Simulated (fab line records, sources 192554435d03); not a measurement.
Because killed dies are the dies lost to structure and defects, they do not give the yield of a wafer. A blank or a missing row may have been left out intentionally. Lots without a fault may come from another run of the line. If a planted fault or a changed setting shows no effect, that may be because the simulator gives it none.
Matching of chambers :: flow n5-finfet :: N5_BEOL_M5_PECVD_70 on pecvd-02 has 3 sister chambers
The step deposits SiO2 from TEOS/O2, target thk 16 nm, time 18 s. 3 wafers are shown with their chamber, then 9 later ones without.

## WAFERS WITH THEIR CHAMBER
wafer: L089.2
chamber: 1
throttle-valve-pct (%): 24.8

wafer: L089.3
chamber: 2
throttle-valve-pct (%): 21.6

wafer: L089.4
chamber: 0
throttle-valve-pct (%): 23.2

## WAFERS WHOSE CHAMBER IS MISSING
wafer: L093.1
throttle-valve-pct (%): 23.5

wafer: L093.4
throttle-valve-pct (%): 23.4

wafer: L093.5
throttle-valve-pct (%): 21.5

wafer: L094.1
throttle-valve-pct (%): 24.8

wafer: L094.2
throttle-valve-pct (%): 23.2

wafer: L094.4
throttle-valve-pct (%): 24.5

wafer: L096.3
throttle-valve-pct (%): 23.4

wafer: L096.4
throttle-valve-pct (%): 24.6

wafer: L096.5
throttle-valve-pct (%): 23.2

## THE CHAMBER EACH PASSED THROUGH
wafer: L093.1
from the rows above: 0
in truth: 0

wafer: L093.4
from the rows above: 0
in truth: 0

wafer: L093.5
from the rows above: 2
in truth: 2

wafer: L094.1
from the rows above: 1
in truth: 1

wafer: L094.2
from the rows above: 0
in truth: 0

wafer: L094.4
from the rows above: 1
in truth: 1

wafer: L096.3
from the rows above: 0
in truth: 0

wafer: L096.4
from the rows above: 1
in truth: 1

wafer: L096.5
from the rows above: 0
in truth: 0
Correctly placed: 9 of 9. Not placeable from these rows: 0. Wrongly placed: 0.
How it was worked out, from the rows above alone: a wafer's distance from a chamber is the root of the sum, over the readings, of the square of ((its reading less the chamber's mean) divided by the reading's scatter). The wafer belongs to the nearest chamber; if the next one is less than 2 further off, it can't be placed. The mean given for a chamber averages the wafers shown for that chamber. The scatter: with one shown wafer a chamber, the root of the mean of the squares of how far each hidden wafer lies from its nearest shown one.
